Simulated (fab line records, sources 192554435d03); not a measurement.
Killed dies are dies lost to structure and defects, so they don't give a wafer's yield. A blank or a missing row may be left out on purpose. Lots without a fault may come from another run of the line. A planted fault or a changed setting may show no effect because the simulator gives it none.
Which tool did it? | flow n5_finfet | 6 lots, 17 wafers sampled, at 2 steps of a route of 1938

WHAT THE GAUGES READ, wafer by wafer
N5_BEOL_M15_THK_MEAS_01.
lot  | measured     | on            | M15_ILD_THK (nm)
L648 | day 12 20:47 | film_metro-02 | 1577 1643 1603
L650 | day 13 03:58 | film_metro-01 | 1614 1619 1637
L653 | day 13 16:18 | film_metro-01 | 1676 1682 1647
L664 | day 16 17:50 | film_metro-01 | 1612 1640 1662
L669 | day 17 23:47 | film_metro-01 | 1632 1635 1655
L668 | day 18 00:35 | film_metro-02 | 1603 1641

WHICH TOOL RAN EACH LOT (tool, then ch and the chambers of the sampled wafers, then the start)
lot  | N5_BEOL_M11_STRIP_36
L648 | rie_diel-04 ch 1,2,3, day 12 00:13
L650 | rie_diel-01 ch 1,2,3, day 12 05:46
L653 | rie_diel-01 ch 0,1,2, day 12 10:26
L664 | rie_diel-04 ch 0,2,3, day 15 18:02
L669 | rie_diel-03 ch 2,3, day 16 15:26
L668 | rie_diel-03 ch 1,2, day 16 17:41
- N5_BEOL_M11_STRIP_36: strips in N2/H2.

THE ANSWER, worked out from the rows above alone
Rule: what is usual is taken from the lots themselves. Put in order of their means at a reading, lots are off if they are a third of the lots or fewer, leave a main group of 4 or more, and stand apart from it by a gap of 3 or more times the standard deviation of the main group's means; of several such gaps the widest counts. A main group whose means are all the same, to the digits that the tables above print for the reading, isn't used. A lot without any number at a reading at which 4 lots or more have one is off too. The other lots that the step has rows for count as sound.
No lot is off at any reading shown: from this, nothing can be told.

WHAT THE SIMULATOR HAD PUT IN
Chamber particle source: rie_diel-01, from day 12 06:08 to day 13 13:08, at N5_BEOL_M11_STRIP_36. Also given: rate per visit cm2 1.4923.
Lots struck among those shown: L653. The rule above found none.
